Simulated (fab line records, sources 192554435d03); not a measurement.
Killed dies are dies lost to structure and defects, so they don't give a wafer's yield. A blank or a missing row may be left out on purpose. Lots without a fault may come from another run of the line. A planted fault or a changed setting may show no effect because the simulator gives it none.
Chamber matching | flow n5_finfet | N5_STI_FIN_REVEAL_ALD_00 on ald_sin-02: 4 sister chambers
The step deposits SiO2, target thk 1 nm, pulse time 1 s. 4 wafers are shown with their chamber, then 8 later ones without.

WAFERS WITH THEIR CHAMBER
wafer  | chamber | heater_power_w (W)
L085.4 | 3       | 496
L086.1 | 2       | 444
L086.5 | 1       | 507
L089.1 | 0       | 433

WAFERS WITHOUT THEIR CHAMBER
wafer  | heater_power_w (W)
L089.2 | 437
L089.6 | 495
L094.1 | 507
L094.3 | 504
L094.5 | 434
L095.4 | 507
L095.5 | 447
L095.6 | 509

WHICH CHAMBER EACH WENT THROUGH
wafer  | from the rows above     | in truth
L089.2 | can't be placed: 0 or 2 | 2
L089.6 | 3                       | 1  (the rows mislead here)
L094.1 | 1                       | 1
L094.3 | 1                       | 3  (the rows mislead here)
L094.5 | 0                       | 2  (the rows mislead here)
L095.4 | 1                       | 1
L095.5 | 2                       | 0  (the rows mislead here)
L095.6 | 1                       | 1
Placed correctly: 3 of 8. Can't be placed from these rows: 1 (the true chamber is among the candidates in 1). Placed wrongly: 4.
How it was worked out, from the rows above alone: a wafer's distance from a chamber is the root of the sum, over the readings, of the square of ((its reading less the chamber's mean) divided by the reading's scatter). The wafer belongs to the nearest chamber; if the next one is less than 2 further off, it can't be placed. A chamber's mean is the mean of its shown wafers. The scatter: with one shown wafer a chamber, the root of the mean of the squares of how far each hidden wafer lies from its nearest shown one.
